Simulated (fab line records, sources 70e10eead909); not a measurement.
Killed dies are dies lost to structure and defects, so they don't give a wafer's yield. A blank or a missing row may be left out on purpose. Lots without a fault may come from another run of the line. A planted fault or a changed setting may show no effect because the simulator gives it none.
Problem report in the 8D (eight disciplines) form, filled by code | flow nand_harc | the parts of the form that need people (team, actions taken, sign-off) are left out

1. THE PROBLEM
thk_nm at NHARC_A_DECK1_JOINT_THK_MEAS_17 reads a mean of 33.4 nm on 1 wafer of 1 lot; wafers without a fault read 44.8 nm with a standard deviation of 1.3. That is -8.8 standard deviations from the usual mean.
The step: measures by ellipsometry.
First seen on wafer L337.5, day 16 21:01, on film_metro-01. The record holds 36 wafers of 12 lots with a number at this step. Rule for "out", or "out of limits": more than 4 standard deviations from the usual mean. The other wafers with a number count as sound.

2. WHAT IT IS AND WHAT IT IS NOT
question                    | is                | is not
which readings at this step | thk_nm            | -
which lots                  | L337              | L327, L329, L332, L339, L340, L344, L345, L346, L347, L348, L349
which wafers of those lots  | L337.5            | L337.3, L337.6
read on which gauges        | film_metro-01     | film_metro-02
when                        | from day 16 21:01 | up to then (11 sound wafers); but 24 sound wafers of L339, L340, L344, L345, L346, L347, L348, L349 came after

3. SUSPECTS, AND WHAT RULES EACH OUT
Counting: a tool at a process step up to the reading stays a suspect if it ran every lot that is out. Sound lots after the first of them don't rule it out here, since some wafers of a struck lot are sound.
- the gauge at NHARC_A_DECK1_JOINT_THK_MEAS_17: ruled out. All the wafers that are out were read on film_metro-01, but those of them that NHARC_A_DECK1_JOINT_DEP_16 has rows for are out there too, on other tools.
- rie_diel-07 at NHARC_A_CHANNEL_FILL_D1_ETCHBACK_08 (etches the open film in C4F8, target depth 220 nm, time 110 s): kept. It ran the lot that is out, L337 (day 16 20:46). NHARC_A_CHANNEL_FILL_D1_ETCHBACK_08 gives no start for some lots, so the hours and the order of its lots are those of NHARC_A_DECK1_JOINT_DEP_16.
- pecvd-02 at NHARC_A_DECK1_JOINT_DEP_16 (deposits SiO2, target thk 45 nm): kept. It ran the lot that is out, L337 (day 16 20:46); its last sound lot up to then is L332 (day 15 02:43). Its own readings are out on those wafers: mfc_precursor_sccm.
- Within pecvd-02 at NHARC_A_DECK1_JOINT_DEP_16: the wafers that are out ran in chamber 1; their sound lot-mates ran in chamber 0.
Left after counting: rie_diel-07 at NHARC_A_CHANNEL_FILL_D1_ETCHBACK_08, pecvd-02 at NHARC_A_DECK1_JOINT_DEP_16.

4. THE CAUSE (what the simulator had put in)
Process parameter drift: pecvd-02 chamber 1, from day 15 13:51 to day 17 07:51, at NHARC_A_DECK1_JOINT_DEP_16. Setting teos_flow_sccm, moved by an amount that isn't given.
Counting left 2 suspects, and this tool is among them.

5. THE CHAIN OF EFFECTS, in route order
Each row: a reading whose mean over the struck wafers that have a number lies more than 3 standard deviations from the usual. Only readings for which the record gives a usual standard deviation are gone through. hours: the time from each lot's start at the first step in this table that gives one to its start at this step, as a median over the lots. sigmas: the change in usual standard deviations.
hours | step                            | reading            | usual      | on struck wafers | change | sigmas
0     | NHARC_A_DECK1_JOINT_DEP_16      | mfc_precursor_sccm | 161.4 sccm | 118.7            | -42.7  | -81
0     | NHARC_A_DECK1_JOINT_THK_MEAS_17 | thk_nm             | 44.8 nm    | 33.4             | -11.4  | -8.8
The process steps in it:
- NHARC_A_DECK1_JOINT_DEP_16: deposits SiO2, target thk 45 nm.
Later measuring or inspecting steps at which every struck wafer that the step has a row for has a number for every such reading, and none has moved that far: NHARC_A_ONON_D2_THK_MEAS_11, NHARC_A_ONON_D2_THK_MEAS_18.

6. WHAT WOULD HAVE CAUGHT IT SOONER
In this record the first reading out of limits at a measuring or inspecting step was taken at day 16 21:01, 31 hours after the fault began at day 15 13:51.
The tool's own readings at NHARC_A_DECK1_JOINT_DEP_16 were out on every struck wafer that the step has a row for (mfc_precursor_sccm): an alarm limit on them would have fired on the first of those.
All the lots that are out (1) had begun NHARC_A_DECK1_JOINT_DEP_16 on pecvd-02 by day 16 21:01. A hold on the tool at that time would have spared none of them.
